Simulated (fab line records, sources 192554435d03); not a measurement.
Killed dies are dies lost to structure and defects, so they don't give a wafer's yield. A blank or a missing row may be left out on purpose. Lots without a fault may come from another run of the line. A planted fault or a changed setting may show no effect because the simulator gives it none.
Which tool did it? | flow n5_finfet | 12 lots, 36 wafers sampled, at 2 steps of a route of 1938

WHAT THE GAUGES READ, wafer by wafer
N5_WELL_APT_OVL_MEAS_09.
lot  | measured    | on         | NWELL_OVL (nm)
L075 | day 1 19:38 | overlay-02 | -5 -6 2
L077 | day 2 07:43 | overlay-01 | -2 4 6
L079 | day 2 19:43 | overlay-01 | 10 7 8
L081 | day 3 07:50 | overlay-02 | 8 5 1
L083 | day 3 19:44 | overlay-02 | 2 4 2
L085 | day 4 07:36 | overlay-02 | 5 9 8
L087 | day 4 20:02 | overlay-02 | 1 15 6
L089 | day 5 07:40 | overlay-01 | 16 12 9
L091 | day 5 19:38 | overlay-01 | 4 10 8
L093 | day 6 07:43 | overlay-01 | 9 13 9
L095 | day 6 19:44 | overlay-01 | -3 0 -2
L097 | day 7 09:19 | overlay-02 | 4 2 2

WHICH TOOL RAN EACH LOT (tool, then ch and the chambers of the sampled wafers, then the start)
lot  | N5_ZERO_LAYER_DESCUM_16
L075 | rie_diel-01 ch 1,2, day 1 18:43
L077 | rie_diel-01 ch 0,1,3, day 2 06:41
L079 | rie_diel-06 ch 0,3, day 2 18:41
L081 | rie_diel-04 ch 0,3, day 3 06:49
L083 | rie_diel-04 ch 0,2,3, day 3 18:49
L085 | rie_diel-04 ch 2,3, day 4 06:41
L087 | rie_diel-04 ch 1,3, day 4 18:59
L089 | rie_diel-01 ch 1,2,3, day 5 06:46
L091 | rie_diel-06 ch 0,2, day 5 18:44
L093 | rie_diel-06 ch 0,1, day 6 06:48
L095 | rie_diel-06 ch 0,1, day 6 18:42
L097 | rie_diel-06 ch 1,2,3, day 7 08:25
- N5_ZERO_LAYER_DESCUM_16: chemistry O2, time 7.9 s.

THE ANSWER, worked out from the rows above alone
Rule: what is usual is taken from the lots themselves. Put in order of their means at a reading, lots are off if they are a third of the lots or fewer, leave a main group of 4 or more, and stand apart from it by a gap of 3 or more times the standard deviation of the main group's means; of several such gaps the widest counts. A main group whose means are all the same, to the digits that the tables above print for the reading, isn't used. A lot without any number at a reading at which 4 lots or more have one is off too. The other lots that the step has rows for count as sound.
No lot is off at any reading shown: from this, nothing can be told.

WHAT THE SIMULATOR HAD PUT IN
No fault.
